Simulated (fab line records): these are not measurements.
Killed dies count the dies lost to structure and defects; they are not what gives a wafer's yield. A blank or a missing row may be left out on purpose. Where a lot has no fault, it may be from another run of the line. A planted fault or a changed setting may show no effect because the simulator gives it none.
Lot-split experiment    flow n5 finfet    21 wafers read across 7 lots, on a route 1938 steps long

## SPLIT DETAILS
At N5_BEOL_M4_COAT_67 (time 60 s, resist thk 60 nm), the setting spin rpm was moved away from the recipe's 1500 rpm on 10 of the 21 wafers read, by -9.2% to +8.4%. For the rest of the wafers, this setting stayed at what the recipe calls for.

## FROM THE SPLIT TO THE READING: what the file shows between them, 7 steps
- N5_BEOL_M4_COAT_68: time 60 s, resist thk 12 nm
- N5_BEOL_M4_COAT_76: time 60 s, resist thk 5 nm
- N5_BEOL_M4_ALD_98: deposits SiO2, target thk 2.5 nm, pulse time 1 s, co reactant pulse time 1 s
- N5_BEOL_M4_ETCHBACK_99: etches SiO2 in CHF3, target depth 5 nm, time 10.4 s
- N5_BEOL_M4_ETCH_70: etches SOC in N2/H2, target depth 80 nm, overetch 24 nm, time 130 s
- N5_BEOL_M4_STRIP_71: strips in N2/H2
- N5_BEOL_M4_STRIP_78: strips in N2/H2

## THE READING
SOC_of_BEOL_M4_COAT_67.thk nm (the simulator's own value, which no gauge read), in nm, at N5_BEOL_M4_VIA_ETCH_34 (etches the open film in C4F6/O2, target depth 69.4 nm, time 65.9 s). There is no usual value for it anywhere in the file. Across the 11 wafers here that went through the recipe, the average is 52.0 nm and the standard deviation 0.14 nm.

wafer   tool, chamber at the split  spin rpm as run, rpm  against the recipe  SOC_of_BEOL_M4_COAT_67.thk nm, nm  against lot-mates on the recipe
L079.3  litho track-05, 0           1362                  -9.2%               55.2                               +3.0
L079.4  litho track-05, 0           1362                  -9.2%               55.6                               +3.4
L079.6  litho track-05, 0           1500                  recipe              52.2                               -
L085.1  litho track-02, 0           1500                  recipe              51.8                               -
L085.4  litho track-02, 0           1380                  -8.0%               54.4                               +2.6
L085.5  litho track-02, 0           1380                  -8.0%               54.4                               +2.6
L089.3  litho track-05, 0           1372                  -8.5%               54.8                               +2.8
L089.5  litho track-05, 0           1500                  recipe              52                                 -
L089.6  litho track-05, 0           1500                  recipe              52                                 -
L087.2  litho track-02, 0           1500                  recipe              52.2                               -
L087.3  litho track-02, 0           1500                  recipe              52                                 -
L087.5  litho track-02, 0           1500                  recipe              51.8                               -
L090.2  litho track-03, 0           1500                  recipe              51.8                               -
L090.5  litho track-03, 0           1500                  recipe              51.8                               -
L090.6  litho track-03, 0           1626                  +8.4%               49.2                               -2.6
L094.1  litho track-02, 0           1500                  recipe              52                                 -
L094.4  litho track-02, 0           1362                  -9.2%               54.8                               +2.8
L094.6  litho track-02, 0           1362                  -9.2%               55                                 +3.0
L097.2  litho track-02, 0           1614                  +7.6%               49.8                               -2.2
L097.3  litho track-02, 0           1614                  +7.6%               49.8                               -2.2
L097.6  litho track-02, 0           1500                  recipe              52                                 -

FIT RESULTS
A straight line over all 21 wafers: SOC_of_BEOL_M4_COAT_67.thk nm changes by -0.323 nm for each +1% of spin rpm; r = -0.99; the points scatter about the line by 0.22 nm.
The same after taking each lot's own level away (the mean of its wafers on the recipe; 21 wafers): -0.318 nm for each +1%; r = -1.00; scatter 0.14 nm.
Per that fit: largest spin rpm move, reading shift of 2.9 nm.
Measured against the standard deviation above, the lots' own levels, which go from 51.80 to 52.20 nm, span 2.8 times it.
So the lot-to-lot level changes the slope little: the two slopes agree.
Check: +2.98 nm against its lot-mates is what the line predicts for one of the wafers moved furthest among these (-9.2%) when that wafer is left out of the fit. Against them it came out at +3 nm.

## THE OTHER SPLITS THESE WAFERS WENT THROUGH
Before the reading, these wafers also passed through other splits. Each is held against what the fit with the lots' levels taken away leaves over:
other split on the same wafers  wafers away from the commonest value  r with SOC_of_BEOL_M4_COAT_67.thk nm (lot level and that fit taken away)
N5_BEOL_M3_EXPOSE_25 dose mj    5                                     -0.16
N5_BEOL_M4_ETCH_64 bias w       6                                     +0.50

## THE WHOLE CHAIN: every reading that the file lists as answering this split, in the file's order
step                    what it does                                                         reading                                                                         change (the file's fit)                r (the file's)
N5_BEOL_M4_COAT_67      time 60 s, resist thk 60 nm                                          SOC_of_BEOL_M4_COAT_67.thk nm (the simulator's own value, which no gauge read)  -0.308 nm for each +1% of the setting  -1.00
N5_BEOL_M4_ETCH_70      etches SOC in N2/H2, target depth 80 nm, overetch 24 nm, time 130 s  etch.depth nm (the simulator's own value, which no gauge read)                  -0.312 nm for each +1% of the setting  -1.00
N5_BEOL_M4_VIA_ETCH_34  etches the open film in C4F6/O2, target depth 69.4 nm, time 65.9 s   SOC_of_BEOL_M4_COAT_67.thk nm (the simulator's own value, which no gauge read)  -0.321 nm for each +1% of the setting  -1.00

## FILE'S OWN FIT
SOC_of_BEOL_M4_COAT_67.thk nm changes by -0.321 nm for each +1% of spin rpm, r = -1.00.
